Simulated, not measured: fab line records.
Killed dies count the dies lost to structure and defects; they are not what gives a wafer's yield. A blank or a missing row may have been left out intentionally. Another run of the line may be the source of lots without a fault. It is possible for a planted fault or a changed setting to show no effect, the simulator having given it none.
fab line records -- flow n5_finfet
record lots=24, wafers=72, last_day=18
route steps=1938 shown BEOL_M2@900 BEOL_M3@934
lots that met no fault: from a run of the same line without faults
start_h: start of the lot's first displayed wafer, in hours after the record's first day -- wait_h: hours from the lot's prior step to this one -- " repeats the value in the row above -- L1.1+2: several wafers, shown together as one row -- - value missing, or start not given -- * or withheld: withheld -- < > ~ a bound
route shown NAME@n: a module of which the file shows steps, and the number in the route of the first -- usual: mean/standard deviation of fault-free wafers -- same: alike in all rows -- chamber/n: place in a boat -- sites: each site's reading -- _std_site: standard deviation across them -- _edge_site: the outer-site mean with the inner-site mean subtracted -- radius_mm: how far each site lies from the wafer's centre -- mask NAME#n: copy n -- behind: the most recent tool/chamber to have shaped the wafer -- hold: reason for holding the lot/hours on hold/outcome of the hold -- device: the transistor (n, p or np) that didn't switch -- end of line: at the end of the route, the tests of the same wafers -- step lacking rows: just its recipe -- killed: at the first sort, the dies lost to defects and structure; wafer yield is something else -- map: shows each die of a wafer: x if killed, . if not, _ if none is there
set.NAME: the setting the step ran with; set.NAME@STEP: the setting that earlier step ran with -- model.NAME: the simulator's own value behind a step, which no gauge read
steps of the route over a sample of lots; a table a step, a row a wafer
services: a tool's chamber out of use, with start hour (start_h, from the record's first day; less than 0 if before it), hours out, and reason
## steps
# step N5_BEOL_M2_PRE_CLEAN_45
# recipe gas=H2/He, time_s=30, temp_c=250
# usual heater_power_w=332/36
lot.wafer,tool,chamber,start_h,wait_h,heater_power_w
L074.2,pvd_sputter-03,-,139.97,0.0,312
L074.5,pvd_sputter-03,-,139.97,0.0,301
L074.6,pvd_sputter-03,-,139.97,0.0,307
L075.2,pvd_sputter-01,-,143.85,0.0,344
L075.3,pvd_sputter-01,-,143.85,0.0,339
L075.5,pvd_sputter-01,-,143.85,0.0,323
L076.1,pvd_sputter-03,-,163.17,0.0,315
L076.2,pvd_sputter-03,-,163.17,0.0,353
L076.5,pvd_sputter-03,-,163.17,0.0,303
L077.1,pvd_sputter-02,-,169.69,0.0,345
L077.2,pvd_sputter-02,-,169.69,0.0,327
L077.5,pvd_sputter-02,-,169.69,0.0,303
L078.1,pvd_sputter-03,-,172.63,0.0,311
L078.4,pvd_sputter-03,-,172.63,0.0,354
L078.6,pvd_sputter-03,-,172.63,0.0,302
L080.1,pvd_sputter-01,-,178.99,0.0,338
L080.3,pvd_sputter-01,-,178.99,0.0,416
L080.4,pvd_sputter-01,-,178.99,0.0,325
L079.2,pvd_sputter-02,-,179.06,0.0,342
L079.3,pvd_sputter-02,-,179.06,0.0,298
L079.4,pvd_sputter-02,-,179.06,0.0,338
L081.2,pvd_sputter-03,-,185.64,0.0,306
L081.5,pvd_sputter-03,-,185.64,0.0,292
L081.6,pvd_sputter-03,-,185.64,0.0,312
L082.1,pvd_sputter-02,-,191.05,0.0,326
L082.5,pvd_sputter-02,-,191.05,0.0,323
L082.6,pvd_sputter-02,-,191.05,0.0,302
L083.1,pvd_sputter-01,-,191.11,0.0,341
L083.3,pvd_sputter-01,-,191.11,0.0,337
L083.4,pvd_sputter-01,-,191.11,0.0,323
L084.1,pvd_sputter-02,-,209.57,0.0,328
L084.3,pvd_sputter-02,-,209.57,0.0,346
L084.6,pvd_sputter-02,-,209.57,0.0,341
L085.1,pvd_sputter-01,-,217.33,0.0,334
L085.3,pvd_sputter-01,-,217.33,0.0,410
L085.6,pvd_sputter-01,-,217.33,0.0,345
L086.3,pvd_sputter-01,-,217.42,0.0,345
L086.4,pvd_sputter-01,-,217.42,0.0,325
L086.5,pvd_sputter-01,-,217.42,0.0,427
L087.1,pvd_sputter-01,-,230.62,0.0,331
L087.4,pvd_sputter-01,-,230.62,0.0,347
L087.5,pvd_sputter-01,-,230.62,0.0,325
L088.1,pvd_sputter-03,-,230.82,0.0,348
L088.3,pvd_sputter-03,-,230.82,0.0,310
L088.6,pvd_sputter-03,-,230.82,0.0,300
L089.1,pvd_sputter-01,-,234.73,0.0,324
L089.3,pvd_sputter-01,-,234.73,0.0,328
L089.5,pvd_sputter-01,-,234.73,0.0,409
L090.2,pvd_sputter-02,-,234.77,0.0,337
L090.4,pvd_sputter-02,-,234.77,0.0,284
L090.6,pvd_sputter-02,-,234.77,0.0,332
L091.1,pvd_sputter-03,-,245.59,0.0,316
L091.5,pvd_sputter-03,-,245.59,0.0,298
L091.6,pvd_sputter-03,-,245.59,0.0,296
L092.4,pvd_sputter-03,-,250.37,0.0,298
L092.5,pvd_sputter-03,-,250.37,0.0,286
L092.6,pvd_sputter-03,-,250.37,0.0,313
L093.2,pvd_sputter-03,-,253.29,0.0,355
L093.4,pvd_sputter-03,-,253.29,0.0,300
L093.5,pvd_sputter-03,-,253.29,0.0,294
L094.2,pvd_sputter-01,-,268.78,0.0,397
L094.4,pvd_sputter-01,-,268.78,0.0,328
L094.6,pvd_sputter-01,-,268.78,0.0,422
L095.1,pvd_sputter-01,-,268.90,0.0,341
L095.4,pvd_sputter-01,-,268.90,0.0,404
L095.5,pvd_sputter-01,-,268.90,0.0,339
L096.2,pvd_sputter-02,-,277.34,0.0,345
L096.4,pvd_sputter-02,-,277.34,0.0,289
L096.6,pvd_sputter-02,-,277.34,0.0,348
L097.4,pvd_sputter-01,-,280.87,0.0,320
L097.5,pvd_sputter-01,-,280.87,0.0,427
L097.6,pvd_sputter-01,-,280.87,0.0,331
# step N5_BEOL_M2_SPUTTER_48
# recipe material=Cu, target_thk_a=45, temp_c=-20, chamber_pressure_pa=0.07, power_w=withheld, time_s=8.29
# usual throttle_valve_pct=30.1/1
lot.wafer,tool,chamber,start_h,wait_h,throttle_valve_pct
L074.2,pvd_sputter-03,-,142.37,1.6,29.9
L074.5,pvd_sputter-03,-,142.37,1.6,30.5
L074.6,pvd_sputter-03,-,142.37,1.6,31.7
L075.2,pvd_sputter-01,-,144.47,0.2,29.3
L075.3,pvd_sputter-01,-,144.47,0.2,30.9
L075.5,pvd_sputter-01,-,144.47,0.2,29.5
L076.1,pvd_sputter-03,-,163.81,0.2,29.2
L076.2,pvd_sputter-03,-,163.81,0.2,29.7
L076.5,pvd_sputter-03,-,163.81,0.2,29.2
L077.1,pvd_sputter-03,-,170.45,0.2,28.8
L077.2,pvd_sputter-03,-,170.45,0.2,31.7
L077.5,pvd_sputter-03,-,170.45,0.2,31.7
L078.1,pvd_sputter-02,-,173.46,0.1,29.5
L078.4,pvd_sputter-02,-,173.46,0.1,31.5
L078.6,pvd_sputter-02,-,173.46,0.1,29.5
L080.1,pvd_sputter-02,-,179.70,0.2,28.0
L080.3,pvd_sputter-02,-,179.70,0.2,31.5
L080.4,pvd_sputter-02,-,179.70,0.2,29.6
L079.2,pvd_sputter-03,-,180.03,0.3,29.6
L079.3,pvd_sputter-03,-,180.03,0.3,30.3
L079.4,pvd_sputter-03,-,180.03,0.3,29.1
L081.2,pvd_sputter-01,-,186.33,0.2,29.8
L081.5,pvd_sputter-01,-,186.33,0.2,30.6
L081.6,pvd_sputter-01,-,186.33,0.2,29.5
L082.1,pvd_sputter-02,-,192.09,0.3,31.5
L082.5,pvd_sputter-02,-,192.09,0.3,28.2
L082.6,pvd_sputter-02,-,192.09,0.3,28.9
L083.1,pvd_sputter-01,-,192.43,0.4,30.9
L083.3,pvd_sputter-01,-,192.43,0.4,29.8
L083.4,pvd_sputter-01,-,192.43,0.4,29.7
L084.1,pvd_sputter-02,-,210.51,0.4,28.2
L084.3,pvd_sputter-02,-,210.51,0.4,29.4
L084.6,pvd_sputter-02,-,210.51,0.4,29.5
L085.1,pvd_sputter-01,-,218.53,0.3,29.8
L085.3,pvd_sputter-01,-,218.53,0.3,30.7
L085.6,pvd_sputter-01,-,218.53,0.3,29.8
L086.3,pvd_sputter-02,-,218.94,0.6,31.6
L086.4,pvd_sputter-02,-,218.94,0.6,27.7
L086.5,pvd_sputter-02,-,218.94,0.6,29.6
L087.1,pvd_sputter-03,-,231.21,0.1,29.9
L087.4,pvd_sputter-03,-,231.21,0.1,31.9
L087.5,pvd_sputter-03,-,231.21,0.1,29.2
L088.1,pvd_sputter-02,-,232.44,1.1,30.0
L088.3,pvd_sputter-02,-,232.44,1.1,31.3
L088.6,pvd_sputter-02,-,232.44,1.1,27.9
L089.1,pvd_sputter-01,-,235.61,0.4,30.7
L089.3,pvd_sputter-01,-,235.61,0.4,30.9
L089.5,pvd_sputter-01,-,235.61,0.4,30.8
L090.2,pvd_sputter-03,-,237.33,1.9,29.8
L090.4,pvd_sputter-03,-,237.33,1.9,29.2
L090.6,pvd_sputter-03,-,237.33,1.9,30.8
L091.1,pvd_sputter-03,-,247.93,1.7,30.2
L091.5,pvd_sputter-03,-,247.93,1.7,30.9
L091.6,pvd_sputter-03,-,247.93,1.7,29.8
L092.4,pvd_sputter-03,-,251.07,0.0,31.4
L092.5,pvd_sputter-03,-,251.07,0.0,31.7
L092.6,pvd_sputter-03,-,251.07,0.0,29.1
L093.2,pvd_sputter-02,-,254.13,0.2,28.0
L093.4,pvd_sputter-02,-,254.13,0.2,29.9
L093.5,pvd_sputter-02,-,254.13,0.2,29.8
L094.2,pvd_sputter-03,-,269.39,0.2,29.9
L094.4,pvd_sputter-03,-,269.39,0.2,31.7
L094.6,pvd_sputter-03,-,269.39,0.2,30.7
L095.1,pvd_sputter-01,-,269.48,0.1,31.1
L095.4,pvd_sputter-01,-,269.48,0.1,29.5
L095.5,pvd_sputter-01,-,269.48,0.1,29.9
L096.2,pvd_sputter-03,-,278.03,0.2,29.0
L096.4,pvd_sputter-03,-,278.03,0.2,31.6
L096.6,pvd_sputter-03,-,278.03,0.2,30.5
L097.4,pvd_sputter-01,-,281.65,0.1,29.8
L097.5,pvd_sputter-01,-,281.65,0.1,30.4
L097.6,pvd_sputter-01,-,281.65,0.1,30.0
# step N5_BEOL_M2_ANNEAL_49
# recipe temp_c=400, time_s=240, ambient=vacuum
# usual heater_power_w=819/85
lot.wafer,tool,chamber,start_h,wait_h,heater_power_w
L074.2,pvd_sputter-03,-,142.45,0.0,912
L074.5,pvd_sputter-03,-,142.45,0.0,737
L074.6,pvd_sputter-03,-,142.45,0.0,738
L075.2,pvd_sputter-01,-,144.55,0.0,1037
L075.3,pvd_sputter-01,-,144.55,0.0,845
L075.5,pvd_sputter-01,-,144.55,0.0,1057
L076.1,pvd_sputter-03,-,163.89,0.0,777
L076.2,pvd_sputter-03,-,163.89,0.0,881
L076.5,pvd_sputter-03,-,163.89,0.0,793
L077.1,pvd_sputter-03,-,170.53,0.0,790
L077.2,pvd_sputter-03,-,170.53,0.0,727
L077.5,pvd_sputter-03,-,170.53,0.0,742
L078.1,pvd_sputter-02,-,173.54,0.0,842
L078.4,pvd_sputter-02,-,173.54,0.0,759
L078.6,pvd_sputter-02,-,173.54,0.0,847
L080.1,pvd_sputter-02,-,179.78,0.0,711
L080.3,pvd_sputter-02,-,179.78,0.0,746
L080.4,pvd_sputter-02,-,179.78,0.0,880
L079.2,pvd_sputter-03,-,180.11,0.0,878
L079.3,pvd_sputter-03,-,180.11,0.0,738
L079.4,pvd_sputter-03,-,180.11,0.0,790
L081.2,pvd_sputter-01,-,186.41,0.0,832
L081.5,pvd_sputter-01,-,186.41,0.0,834
L081.6,pvd_sputter-01,-,186.41,0.0,1006
L082.1,pvd_sputter-02,-,192.17,0.0,766
L082.5,pvd_sputter-02,-,192.17,0.0,708
L082.6,pvd_sputter-02,-,192.17,0.0,865
L083.1,pvd_sputter-01,-,192.51,0.0,841
L083.3,pvd_sputter-01,-,192.51,0.0,806
L083.4,pvd_sputter-01,-,192.51,0.0,1028
L084.1,pvd_sputter-02,-,210.59,0.0,718
L084.3,pvd_sputter-02,-,210.59,0.0,849
L084.6,pvd_sputter-02,-,210.59,0.0,860
L085.1,pvd_sputter-01,-,218.61,0.0,808
L085.3,pvd_sputter-01,-,218.61,0.0,833
L085.6,pvd_sputter-01,-,218.61,0.0,1042
L086.3,pvd_sputter-02,-,219.02,0.0,754
L086.4,pvd_sputter-02,-,219.02,0.0,708
L086.5,pvd_sputter-02,-,219.02,0.0,867
L087.1,pvd_sputter-03,-,231.29,0.0,884
L087.4,pvd_sputter-03,-,231.29,0.0,747
L087.5,pvd_sputter-03,-,231.29,0.0,793
L088.1,pvd_sputter-02,-,232.52,0.0,825
L088.3,pvd_sputter-02,-,232.52,0.0,756
L088.6,pvd_sputter-02,-,232.52,0.0,726
L089.1,pvd_sputter-01,-,235.69,0.0,847
L089.3,pvd_sputter-01,-,235.69,0.0,854
L089.5,pvd_sputter-01,-,235.69,0.0,851
L090.2,pvd_sputter-03,-,237.41,0.0,882
L090.4,pvd_sputter-03,-,237.41,0.0,783
L090.6,pvd_sputter-03,-,237.41,0.0,733
L091.1,pvd_sputter-03,-,248.01,0.0,751
L091.5,pvd_sputter-03,-,248.01,0.0,738
L091.6,pvd_sputter-03,-,248.01,0.0,867
L092.4,pvd_sputter-03,-,251.15,0.0,752
L092.5,pvd_sputter-03,-,251.15,0.0,736
L092.6,pvd_sputter-03,-,251.15,0.0,788
L093.2,pvd_sputter-02,-,254.21,0.0,702
L093.4,pvd_sputter-02,-,254.21,0.0,837
L093.5,pvd_sputter-02,-,254.21,0.0,828
L094.2,pvd_sputter-03,-,269.47,0.0,873
L094.4,pvd_sputter-03,-,269.47,0.0,745
L094.6,pvd_sputter-03,-,269.47,0.0,724
L095.1,pvd_sputter-01,-,269.56,0.0,845
L095.4,pvd_sputter-01,-,269.56,0.0,807
L095.5,pvd_sputter-01,-,269.56,0.0,803
L096.2,pvd_sputter-03,-,278.11,0.0,780
L096.4,pvd_sputter-03,-,278.11,0.0,735
L096.6,pvd_sputter-03,-,278.11,0.0,742
L097.4,pvd_sputter-01,-,281.73,0.0,1023
L097.5,pvd_sputter-01,-,281.73,0.0,847
L097.6,pvd_sputter-01,-,281.73,0.0,820
# step N5_BEOL_M2_THK_MEAS_53
# recipe thk_meas_gauge=xrf, reads=Cu_of_BEOL_M2_ECD_50
# usual M2_THK=40.8/1.4
lot.wafer,tool,chamber,start_h,wait_h,M2_THK[nm]
L075.2,film_metro-01,-,147.02,-,37.6
L075.3,film_metro-01,-,147.02,-,43.5
L075.5,film_metro-01,-,147.02,-,40.7
L074.2,film_metro-02,-,159.71,-,40.8
L074.5,film_metro-02,-,159.71,-,41.6
L074.6,film_metro-02,-,159.71,-,41.2
L076.1,film_metro-02,-,166.37,-,41.9
L076.2,film_metro-02,-,166.37,-,39.0
L076.5,film_metro-02,-,166.37,-,41.1
L077.1,film_metro-01,-,173.06,-,40.5
L077.2,film_metro-01,-,173.06,-,43.0
L077.5,film_metro-01,-,173.06,-,41.8
L078.1,film_metro-01,-,176.51,-,42.2
L078.4,film_metro-01,-,176.51,-,40.9
L078.6,film_metro-01,-,176.51,-,40.6
L080.1,film_metro-02,-,182.39,-,39.5
L080.3,film_metro-02,-,182.39,-,41.1
L080.4,film_metro-02,-,182.39,-,42.5
L079.2,film_metro-01,-,182.99,-,39.8
L079.3,film_metro-01,-,182.99,-,40.7
L079.4,film_metro-01,-,182.99,-,39.7
L081.2,film_metro-01,-,188.88,-,41.7
L081.5,film_metro-01,-,188.88,-,42.1
L081.6,film_metro-01,-,188.88,-,41.1
L082.1,film_metro-02,-,194.64,-,43.2
L082.5,film_metro-02,-,194.64,-,41.6
L082.6,film_metro-02,-,194.64,-,39.1
L083.1,film_metro-02,-,195.00,-,42.7
L083.3,film_metro-02,-,195.00,-,39.9
L083.4,film_metro-02,-,195.00,-,40.3
L084.1,film_metro-01,-,213.12,-,38.5
L084.3,film_metro-01,-,213.12,-,37.9
L084.6,film_metro-01,-,213.12,-,41.1
L085.1,film_metro-02,-,221.23,-,38.6
L085.3,film_metro-02,-,221.23,-,41.6
L085.6,film_metro-02,-,221.23,-,42.1
L086.3,film_metro-01,-,221.72,-,42.1
L086.4,film_metro-01,-,221.72,-,40.5
L086.5,film_metro-01,-,221.72,-,41.6
L087.1,film_metro-01,-,234.27,-,40.3
L087.4,film_metro-01,-,234.27,-,38.9
L087.5,film_metro-01,-,234.27,-,42.3
L088.1,film_metro-01,-,234.99,-,41.6
L088.3,film_metro-01,-,234.99,-,40.1
L088.6,film_metro-01,-,234.99,-,40.3
L089.1,film_metro-02,-,238.16,-,39.5
L089.3,film_metro-02,-,238.16,-,40.0
L089.5,film_metro-02,-,238.16,-,41.3
L090.2,film_metro-02,-,239.87,-,41.3
L090.4,film_metro-02,-,239.87,-,38.9
L090.6,film_metro-02,-,239.87,-,41.3
L091.1,film_metro-02,-,250.57,-,41.7
L091.5,film_metro-02,-,250.57,-,40.6
L091.6,film_metro-02,-,250.57,-,42.2
L092.4,film_metro-02,-,253.62,-,41.6
L092.5,film_metro-02,-,253.62,-,43.6
L092.6,film_metro-02,-,253.62,-,39.9
L093.2,film_metro-02,-,256.67,-,42.2
L093.4,film_metro-02,-,256.67,-,42.4
L093.5,film_metro-02,-,256.67,-,40.8
L094.2,film_metro-02,-,271.94,-,44.3
L094.4,film_metro-02,-,271.94,-,39.8
L094.6,film_metro-02,-,271.94,-,42.4
L095.1,film_metro-02,-,272.22,-,39.7
L095.4,film_metro-02,-,272.22,-,41.2
L095.5,film_metro-02,-,272.22,-,40.4
L096.2,film_metro-02,-,280.58,-,40.7
L096.4,film_metro-02,-,280.58,-,39.3
L096.6,film_metro-02,-,280.58,-,42.6
L097.4,film_metro-01,-,284.20,-,40.8
L097.5,film_metro-01,-,284.20,-,39.8
L097.6,film_metro-01,-,284.20,-,41.2
# step N5_BEOL_M3_HM_DEP_02
# recipe material=TiN, target_thk_a=200, temp_c=25, chamber_pressure_pa=0.49996
# usual throttle_valve_pct=30.2/1.1
lot.wafer,tool,chamber,start_h,wait_h,throttle_valve_pct
L075.2,pvd_sputter-01,-,147.50,0.0,29.9
L075.3,pvd_sputter-01,-,147.50,0.0,29.6
L075.5,pvd_sputter-01,-,147.50,0.0,29.6
L074.2,pvd_sputter-01,-,162.10,1.9,29.5
L074.5,pvd_sputter-01,-,162.10,1.9,29.8
L074.6,pvd_sputter-01,-,162.10,1.9,31.3
L076.1,pvd_sputter-02,-,169.11,2.3,29.4
L076.2,pvd_sputter-02,-,169.11,2.3,27.9
L076.5,pvd_sputter-02,-,169.11,2.3,29.8
L077.1,pvd_sputter-03,-,175.30,1.8,31.5
L077.2,pvd_sputter-03,-,175.30,1.8,29.8
L077.5,pvd_sputter-03,-,175.30,1.8,29.1
L078.1,pvd_sputter-01,-,178.55,1.5,29.8
L078.4,pvd_sputter-01,-,178.55,1.5,30.7
L078.6,pvd_sputter-01,-,178.55,1.5,29.9
L080.1,pvd_sputter-03,-,183.00,0.0,30.4
L080.3,pvd_sputter-03,-,183.00,0.0,29.7
L080.4,pvd_sputter-03,-,183.00,0.0,31.6
L079.2,pvd_sputter-03,-,185.16,1.6,29.5
L079.3,pvd_sputter-03,-,185.16,1.6,30.6
L079.4,pvd_sputter-03,-,185.16,1.6,29.3
L081.2,pvd_sputter-01,-,190.15,0.8,30.7
L081.5,pvd_sputter-01,-,190.15,0.8,29.9
L081.6,pvd_sputter-01,-,190.15,0.8,30.8
L082.1,pvd_sputter-02,-,195.17,0.1,29.2
L082.5,pvd_sputter-02,-,195.17,0.1,30.0
L082.6,pvd_sputter-02,-,195.17,0.1,31.5
L083.1,pvd_sputter-02,-,197.11,1.7,31.5
L083.3,pvd_sputter-02,-,197.11,1.7,29.4
L083.4,pvd_sputter-02,-,197.11,1.7,27.9
L084.1,pvd_sputter-02,-,213.76,0.1,27.8
L084.3,pvd_sputter-02,-,213.76,0.1,29.7
L084.6,pvd_sputter-02,-,213.76,0.1,30.1
L085.1,pvd_sputter-01,-,222.08,0.4,30.8
L085.3,pvd_sputter-01,-,222.08,0.4,30.1
L085.6,pvd_sputter-01,-,222.08,0.4,29.6
L086.3,pvd_sputter-03,-,222.40,0.2,30.9
L086.4,pvd_sputter-03,-,222.40,0.2,29.8
L086.5,pvd_sputter-03,-,222.40,0.2,30.7
L087.1,pvd_sputter-02,-,234.81,0.1,29.7
L087.4,pvd_sputter-02,-,234.81,0.1,31.6
L087.5,pvd_sputter-02,-,234.81,0.1,28.1
L088.1,pvd_sputter-03,-,239.17,3.7,30.6
L088.3,pvd_sputter-03,-,239.17,3.7,29.3
L088.6,pvd_sputter-03,-,239.17,3.7,31.7
L089.1,pvd_sputter-02,-,239.76,1.2,28.0
L089.3,pvd_sputter-02,-,239.76,1.2,29.3
L089.5,pvd_sputter-02,-,239.76,1.2,31.6
L090.2,pvd_sputter-03,-,240.36,0.0,31.5
L090.4,pvd_sputter-03,-,240.36,0.0,28.9
L090.6,pvd_sputter-03,-,240.36,0.0,32.0
L091.1,pvd_sputter-02,-,252.32,1.3,28.2
L091.5,pvd_sputter-02,-,252.32,1.3,27.7
L091.6,pvd_sputter-02,-,252.32,1.3,29.9
L092.4,pvd_sputter-03,-,256.17,2.0,31.8
L092.5,pvd_sputter-03,-,256.17,2.0,31.5
L092.6,pvd_sputter-03,-,256.17,2.0,30.7
L093.2,pvd_sputter-03,-,257.59,0.4,30.7
L093.4,pvd_sputter-03,-,257.59,0.4,29.1
L093.5,pvd_sputter-03,-,257.59,0.4,29.3
L094.2,pvd_sputter-03,-,274.77,2.4,29.1
L094.4,pvd_sputter-03,-,274.77,2.4,29.9
L094.6,pvd_sputter-03,-,274.77,2.4,31.6
L095.1,pvd_sputter-03,-,274.99,2.3,29.2
L095.4,pvd_sputter-03,-,274.99,2.3,31.7
L095.5,pvd_sputter-03,-,274.99,2.3,29.2
L096.2,pvd_sputter-01,-,283.49,2.5,29.8
L096.4,pvd_sputter-01,-,283.49,2.5,29.5
L096.6,pvd_sputter-01,-,283.49,2.5,31.0
L097.4,pvd_sputter-01,-,284.95,0.3,30.1
L097.5,pvd_sputter-01,-,284.95,0.3,30.1
L097.6,pvd_sputter-01,-,284.95,0.3,30.7
# step N5_BEOL_M3_STRIP_19
# recipe chemistry=O2, power_w=400, temp_c=40, pressure_mtorr=30, rf_frequency_hz=6e+07, bias_power_w=0, overash_fraction=0.2, o2_flow_sccm=225
# usual drypump_motor_current_A=5.7/0.37, oes_product_au=0.76/0.078, rf_vpp_V=3.6/0.46, showerhead_plenum_p_Torr=2.09/0.062, throttle_valve_pct=16.75/0.25
# same overash_fraction=0.2
lot.wafer,tool,chamber,start_h,wait_h,drypump_motor_current_A,oes_product_au,rf_hours_counter_h,rf_vpp_V,showerhead_plenum_p_Torr,throttle_valve_pct
L075.2,rie_diel-06,1,148.54,0.1,5.3,0.77,131,4.1,2.12,16.74
L075.3,rie_diel-06,3,148.54,0.1,6.0,0.73,190,2.9,1.99,16.93
L075.5,rie_diel-06,1,148.54,0.1,5.3,0.77,-,3.9,2.12,16.75
L074.2,rie_diel-03,1,163.18,0.1,5.7,0.71,194,3.5,2.15,16.74
L074.5,rie_diel-03,0,163.18,0.1,6.2,0.70,-,4.5,2.17,17.10
L074.6,rie_diel-03,3,163.18,0.1,6.3,0.67,-,5.0,2.15,16.72
L076.1,rie_diel-06,0,170.10,0.1,5.3,0.71,186,3.1,2.08,17.09
L076.2,rie_diel-06,2,170.10,0.1,5.4,0.81,75,2.9,2.04,16.59
L076.5,rie_diel-06,1,170.10,0.1,5.3,0.76,-,4.8,2.11,16.72
L077.1,rie_diel-06,2,176.32,0.1,5.5,0.81,77,3.3,2.04,16.61
L077.2,rie_diel-06,0,176.32,0.1,5.4,0.71,189,3.8,2.08,17.10
L077.5,rie_diel-06,1,176.32,0.1,5.3,0.76,-,3.6,2.11,16.73
L078.1,rie_diel-06,1,179.57,0.2,5.3,0.76,139,4.3,2.11,16.75
L078.4,rie_diel-06,3,179.57,0.2,6.0,0.70,197,3.8,1.99,16.94
L078.6,rie_diel-06,1,179.57,0.2,5.3,0.76,-,3.2,2.11,16.75
L080.1,rie_diel-06,0,184.00,0.1,5.4,0.70,191,3.8,2.08,17.11
L080.3,rie_diel-06,2,184.00,0.1,5.5,0.81,79,3.6,2.04,16.59
L080.4,rie_diel-06,3,184.00,0.1,6.0,0.71,198,3.4,1.99,16.95
L079.2,rie_diel-06,1,186.03,0.1,5.3,0.75,142,3.1,2.11,16.73
L079.3,rie_diel-06,3,186.03,0.1,6.0,0.70,199,3.2,1.99,16.94
L079.4,rie_diel-06,2,186.03,0.1,5.5,0.81,80,3.1,2.04,16.60
L081.2,rie_diel-03,1,191.27,0.1,5.8,0.69,204,3.8,2.15,16.75
L081.5,rie_diel-03,2,191.27,0.1,5.7,0.81,-,3.2,2.05,16.55
L081.6,rie_diel-03,1,191.27,0.1,5.8,0.69,-,3.3,2.15,16.76
L082.1,rie_diel-03,2,196.09,0.1,5.7,0.82,77,3.0,2.05,16.55
L082.5,rie_diel-03,0,196.09,0.1,6.2,0.68,-,4.9,2.17,17.12
L082.6,rie_diel-03,1,196.09,0.1,5.7,0.69,-,3.5,2.15,16.76
L083.1,rie_diel-06,1,197.99,0.1,5.3,0.75,145,3.9,2.11,16.75
L083.3,rie_diel-06,2,197.99,0.1,5.5,0.81,83,4.1,2.03,16.61
L083.4,rie_diel-06,0,197.99,0.1,5.4,0.70,195,2.5,2.08,17.11
L084.1,rie_diel-06,3,214.75,0.1,6.0,0.69,208,3.6,1.98,16.97
L084.3,rie_diel-06,2,214.75,0.1,5.5,0.79,89,3.8,2.03,16.61
L084.6,rie_diel-06,3,214.75,0.1,6.0,0.70,-,4.1,1.98,16.96
L085.1,rie_diel-04,0,223.14,0.1,6.1,0.83,79,3.5,2.13,16.29
L085.3,rie_diel-04,3,223.14,0.1,5.3,0.74,200,3.6,2.17,17.04
L085.6,rie_diel-04,3,223.14,0.1,5.3,0.73,-,3.7,2.17,17.03
L086.3,rie_diel-06,3,223.27,0.1,6.0,0.70,211,3.6,1.98,16.96
L086.4,rie_diel-06,1,223.27,0.1,5.3,0.74,154,4.0,2.11,16.78
L086.5,rie_diel-06,2,223.27,0.1,5.5,0.79,-,3.5,2.03,16.64
L087.1,rie_diel-04,0,235.69,0.1,6.1,0.84,83,3.6,2.13,16.30
L087.4,rie_diel-04,1,235.69,0.1,6.3,0.74,-,3.1,2.17,16.64
L087.5,rie_diel-04,3,235.69,0.1,5.3,0.74,-,3.1,2.17,17.03
L088.1,rie_diel-06,2,240.16,0.1,5.5,0.79,98,3.2,2.03,16.64
L088.3,rie_diel-06,0,240.16,0.1,5.4,0.69,206,4.6,2.07,17.11
L088.6,rie_diel-06,3,240.16,0.1,6.0,0.69,-,4.3,1.98,16.98
L089.1,rie_diel-06,1,240.79,0.1,5.3,0.74,160,3.4,2.11,16.78
L089.3,rie_diel-06,3,240.79,0.1,6.0,0.69,217,3.5,1.98,16.99
L089.5,rie_diel-06,2,240.79,0.1,5.5,0.79,-,3.7,2.03,16.65
L090.2,rie_diel-03,1,241.36,0.1,5.7,0.68,219,3.6,2.15,16.79
L090.4,rie_diel-03,2,241.36,0.1,5.7,0.81,-,3.2,2.05,16.57
L090.6,rie_diel-03,3,241.36,0.1,6.3,0.91,-,3.7,2.15,16.27
L091.1,rie_diel-03,0,253.21,0.1,6.2,1.00,2,4.3,2.16,16.66
L091.5,rie_diel-03,0,253.21,0.1,6.2,0.99,-,3.4,2.16,16.69
L091.6,rie_diel-03,3,253.21,0.1,6.3,0.89,-,4.0,2.14,16.26
L092.4,rie_diel-06,0,257.24,0.1,5.4,0.69,210,3.1,2.07,17.13
L092.5,rie_diel-06,2,257.24,0.1,5.5,0.77,-,3.6,2.03,16.66
L092.6,rie_diel-06,1,257.24,0.1,5.3,0.74,-,3.7,2.10,16.80
L093.2,rie_diel-04,2,258.46,0.1,6.5,0.99,2,4.1,2.14,16.52
L093.4,rie_diel-04,3,258.46,0.1,5.3,0.72,210,3.9,2.16,17.04
L093.5,rie_diel-04,0,258.46,0.1,6.1,0.83,-,3.4,2.12,16.29
L094.2,rie_diel-04,2,275.64,0.1,6.4,0.97,7,3.9,2.13,16.53
L094.4,rie_diel-04,1,275.64,0.1,6.3,0.72,172,4.2,2.17,16.66
L094.6,rie_diel-04,0,275.64,0.1,6.1,0.83,-,3.4,2.12,16.31
L095.1,rie_diel-06,1,275.86,0.1,5.3,0.73,170,3.6,2.10,16.80
L095.4,rie_diel-06,3,275.86,0.1,6.0,0.68,227,4.0,1.98,17.00
L095.5,rie_diel-06,0,275.86,0.1,5.4,0.68,-,2.8,2.07,17.14
L096.2,rie_diel-03,3,284.65,0.2,6.4,0.88,30,4.2,2.14,16.28
L096.4,rie_diel-03,0,284.65,0.2,6.2,0.95,10,3.9,2.16,16.69
L096.6,rie_diel-03,0,284.65,0.2,6.2,0.95,-,3.3,2.16,16.69
L097.4,rie_diel-04,1,285.82,0.1,6.3,0.72,174,4.1,2.17,16.66
L097.5,rie_diel-04,1,285.82,0.1,6.3,0.72,-,3.8,2.17,16.67
L097.6,rie_diel-04,0,285.82,0.1,6.1,0.83,-,3.3,2.12,16.31
## services
tool,chamber,start_h,hours,kind
rie_diel-04,-,122.71,2.8,pm
pvd_sputter-02,-,146.19,7.4,repair
rie_diel-03,3,166.76,-,clean
rie_diel-03,3,166.76,-,consumable_replace:focus_ring
rie_diel-06,0,211.47,8.5,repair
rie_diel-03,0,224.48,-,clean
rie_diel-03,0,224.48,-,consumable_replace:focus_ring
rie_diel-03,0,224.48,20.7,scheduled_down
rie_diel-03,0,224.48,20.7,vent_cycle
rie_diel-04,2,234.06,-,clean
rie_diel-04,2,234.06,-,consumable_replace:focus_ring
rie_diel-04,2,234.06,14.5,scheduled_down
rie_diel-04,2,234.06,14.5,vent_cycle
rie_diel-03,-,272.06,0.8,repair
## key
fault none
